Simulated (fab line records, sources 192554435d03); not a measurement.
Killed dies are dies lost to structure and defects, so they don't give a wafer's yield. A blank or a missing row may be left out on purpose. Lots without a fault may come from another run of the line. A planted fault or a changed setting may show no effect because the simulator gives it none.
A struck lot beside a sound one | flow n5_finfet | 37 steps out of a route of 1938
Sound: wafers L298.1, L298.2, L298.4. Struck: wafers L309.1, L309.3, L309.6. The cause comes at the end.
At each step with rows: each side's tool, then ch and its chambers, then its first start. Under that, the readings that differ: sound wafers | struck wafers | difference of the means | sigmas: that difference in standard deviations of wafers without a fault.
alike: readings whose means differ by less than 2 such deviations, and words and numbers that are the same on both sides. not compared: withheld readings, readings that some wafer has no value for, bounds like >300 that may hide the same value, and numbers for which the record gives no deviation and whose values overlap.
The two part at a step that has a row with sigmas, a row that says differs or no value, or rows on one side only. Numbers that don't overlap but have no deviation are shown without sigmas and don't part them. A reading that every wafer of one side lacks parts them only if that side has two wafers or more.

first, 9 steps without rows for these wafers: N5_BEOL_M4_ANNEAL_95 (time 240 s); N5_BEOL_M4_SPUTTER_96 (material Cu, target thk 4.5 nm, time 8.29 s); N5_BEOL_M4_ECD_50 (material Cu, target thk 300 nm); N5_BEOL_M4_ANNEAL_51 (time 90 s); N5_BEOL_M4_CMP_52 (polishes, stops on SiOC, t overpolish 6.8 s, target thk 40 nm); N5_BEOL_M4_PRE_CLEAN_60 (time 15 s); N5_BEOL_M4_CO_CAP_55 (material Co, precursor CCTBA/H2, target thk 2 nm, time 102.1 s); N5_BEOL_M4_PRE_CLEAN_56 (time 15 s); N5_BEOL_M4_DEP_57 (deposits SiCN from 3MS/NH3, target thk 8 nm, time 14 s).
N5_BEOL_M4_RC_MEAS_101:
  sound on prober-02 ch 0, day 7 21:18; struck on prober-01 ch 0, day 10 20:20
  reading   | sound          | struck         | difference | sigmas
  VT_P (mV) | -254 -255 -258 | -249 -249 -246 | +8         | +2
  alike: DIBL_N, DIBL_P, IOFF_N, IOFF_P, ION_N, ION_P, SS_N, SS_P, VT_N
then, 24 steps without rows for these wafers: N5_BEOL_M5_ILD_DEP_00 (deposits SiCOH lowk from DEMS/porogen, target thk 140.64 nm, time 25.9 s); N5_BEOL_M5_CURE_79 (cures SiCOH lowk, time 240 s); N5_BEOL_M5_PECVD_70 (deposits SiO2 from TEOS/O2, target thk 16 nm, time 18 s); N5_BEOL_M5_HM_DEP_02 (deposits TiN, target thk 20 nm); N5_BEOL_M5_COAT_59 (time 60 s, resist thk 60 nm); N5_BEOL_M5_COAT_60 (time 60 s, resist thk 12 nm); N5_BEOL_M5_COAT_71 (time 60 s, resist thk 5 nm); N5_BEOL_M5_COAT_05 (resist thk 30 nm); N5_BEOL_M5_EBR_07; N5_BEOL_M5_SOFTBAKE_06 (time 60 s); N5_BEOL_M5_EXPOSE_08 (exposes mask M5, target cd 28 nm); N5_BEOL_M5_PEB_09 (peb time 60 s); N5_BEOL_M5_DEVELOP_10 (develop time 30 s); N5_BEOL_M5_DESCUM_16 (chemistry O2, time 7 s); N5_BEOL_M5_ETCH_72 (etches underlayer in N2/H2, target depth 6.5 nm, time 5.2 s); N5_BEOL_M5_ETCH_61 (etches SiARC in CF4, target depth 15.6 nm, time 26 s); N5_BEOL_M5_ETCH_62 (etches SOC in N2/H2, target depth 75 nm, overetch 15 nm, time 112.5 s); N5_BEOL_M5_STRIP_63 (strips in N2/H2); N5_BEOL_M5_STRIP_73 (strips in N2/H2); N5_BEOL_M5_STRIP_64 (strips in CF4); N5_BEOL_M5_HM_OPEN_17 (chemistry Cl2/BCl3, target TiN, target depth 20 nm, overetch 6 nm); N5_BEOL_M5_STRIP_19 (strips in O2); N5_BEOL_M5_COAT_65 (time 60 s, resist thk 60 nm); N5_BEOL_M5_COAT_66 (time 60 s, resist thk 12 nm).
N5_BEOL_M7_ETCH_66: etches SOC in N2/H2, target depth 80 nm, overetch 16 nm, time 120 s.
  sound on rie_diel-01 ch 0,1,2, day 8 19:47; struck on rie_diel-01 ch 1,2,3, day 11 19:34
  no value came back on the struck wafers for any of 8 readings (bias_w (W), chamber_pressure_mTorr (mTorr) and others); on the sound wafers bias_w (W) reads 150.9 150.8 151.4
  reading                                         | sound       | struck       | difference | sigmas
  model.CAR-EUV_of_BEOL_M7_COAT_22.thk_nm (nm)    | 0 0 0       | 11.2 11.2 11 | +11.1      |
  model.SiARC_of_BEOL_M7_COAT_64.thk_nm (nm)      | 6.6 6.4 6.6 | 12 12 12     | +5         |
  model.underlayer_of_BEOL_M7_COAT_71.thk_nm (nm) | 0 0 0       | 5 5 5        | +5         |
N5_BEOL_M7_VIA_ETCH_34: etches SiCOH lowk in C4F6/O2, target depth 125.5 nm, time 50.5 s.
  sound on rie_diel-01 ch 0,1,2, day 8 19:53; struck on rie_diel-01 ch 1,2,3, day 11 19:40
  reading               | sound          | struck         | difference | sigmas
  oes_product_au (a.u.) | 0.69 0.88 0.73 | 0.27 0.32 0.27 | -0.48      | -5
  alike: C4F6_flow_sccm, O2_flow_sccm, drypump_motor_current_A, mfc_ar_sccm, oes_f_703_au, rf_vpp_V, showerhead_plenum_p_Torr, throttle_valve_pct
  not compared: rf_hours_counter_h
-- the record jumps here: 3 days lie between the struck wafers' starts before and after (it left off in module BEOL_M7 and takes up again in module PASSIVATION, whose first step shown is number 1936 of the route) --
N5_PASSIVATION_PROBE_49:
  the record has rows for the struck wafers here (prober-01, day 14 21:34) and none for the sound ones

WHERE THEY PART
First at N5_BEOL_M4_RC_MEAS_101; last, within this record, at N5_PASSIVATION_PROBE_49.

WHY: what the simulator had put in
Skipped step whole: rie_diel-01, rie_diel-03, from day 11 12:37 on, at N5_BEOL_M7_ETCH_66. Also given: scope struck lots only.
